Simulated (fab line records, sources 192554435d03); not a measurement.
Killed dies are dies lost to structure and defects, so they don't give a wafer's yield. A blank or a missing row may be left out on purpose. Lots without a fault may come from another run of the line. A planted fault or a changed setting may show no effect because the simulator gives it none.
Which tool did it? | flow n5_finfet | 12 lots, 36 wafers sampled, at 3 steps of a route of 1938

WHAT THE GAUGES READ, wafer by wafer
N5_BEOL_M12_OVL_MEAS_11.
lot  | measured     | on         | V11_OVL (nm)
L075 | day 12 16:11 | overlay-02 | 0 1 2
L077 | day 12 20:41 | overlay-01 | 5 3 0
L081 | day 13 17:31 | overlay-02 | 5 5 5
L080 | day 13 18:59 | overlay-01 | 4 0 2
L082 | day 14 08:29 | overlay-02 | -7 -9 -7
L084 | day 15 00:47 | overlay-02 | -10 -5 -5
L089 | day 15 09:19 | overlay-02 | 6 -4 4
L090 | day 16 04:27 | overlay-01 | 11 2 8
L092 | day 17 00:58 | overlay-01 | -4 -7 1
L095 | day 17 07:29 | overlay-01 | 1 3 12
L096 | day 17 08:25 | overlay-02 | -1 0 0
L097 | day 18 01:19 | overlay-01 | -1 8 2

WHICH TOOL RAN EACH LOT (tool, then ch and the chambers of the sampled wafers, then the start)
lot  | N5_BEOL_M11_STRIP_77                          | N5_BEOL_M11_SURFACE_TREAT_76
L075 | rie_diel-02 ch 0,1,2, day 12 14:33 or earlier | pvd_sputter-01, day 12 14:33
L077 | rie_diel-06 ch 0,1, day 12 18:48 or earlier   | pvd_sputter-03, day 12 18:48
L081 | rie_diel-02 ch 2,3, day 13 15:20 or earlier   | pvd_sputter-03, day 13 15:20
L080 | rie_diel-04 ch 0,1, day 13 15:48 or earlier   | pvd_sputter-03, day 13 15:48
L082 | rie_diel-04 ch 0,2,3, day 14 05:08 or earlier | pvd_sputter-03, day 14 05:08
L084 | rie_diel-02 ch 1,2, day 14 22:50 or earlier   | pvd_sputter-03, day 14 22:50
L089 | rie_diel-02 ch 0,1,3, day 15 07:23 or earlier | pvd_sputter-01, day 15 07:23
L090 | rie_diel-02 ch 0,1,3, day 16 02:41 or earlier | pvd_sputter-02, day 16 02:41
L092 | rie_diel-02 ch 0,1,2, day 16 23:05 or earlier | pvd_sputter-03, day 16 23:05
L095 | rie_diel-06 ch 0,3, day 17 05:19 or earlier   | pvd_sputter-02, day 17 05:19
L096 | rie_diel-02 ch 0,1,3, day 17 06:16 or earlier | pvd_sputter-01, day 17 06:16
L097 | rie_diel-04 ch 0,1, day 17 23:05 or earlier   | pvd_sputter-03, day 17 23:05
- N5_BEOL_M11_STRIP_77: strips in N2/H2, time 10 s.
- N5_BEOL_M11_SURFACE_TREAT_76

THE ANSWER, worked out from the rows above alone
Rule: what is usual is taken from the lots themselves. Put in order of their means at a reading, lots are off if they are a third of the lots or fewer, leave a main group of 4 or more, and stand apart from it by a gap of 3 or more times the standard deviation of the main group's means; of several such gaps the widest counts. A main group whose means are all the same, to the digits that the tables above print for the reading, isn't used. A lot without any number at a reading at which 4 lots or more have one is off too. The other lots that the step has rows for count as sound.
No lot is off at any reading shown: from this, nothing can be told.

WHAT THE SIMULATOR HAD PUT IN
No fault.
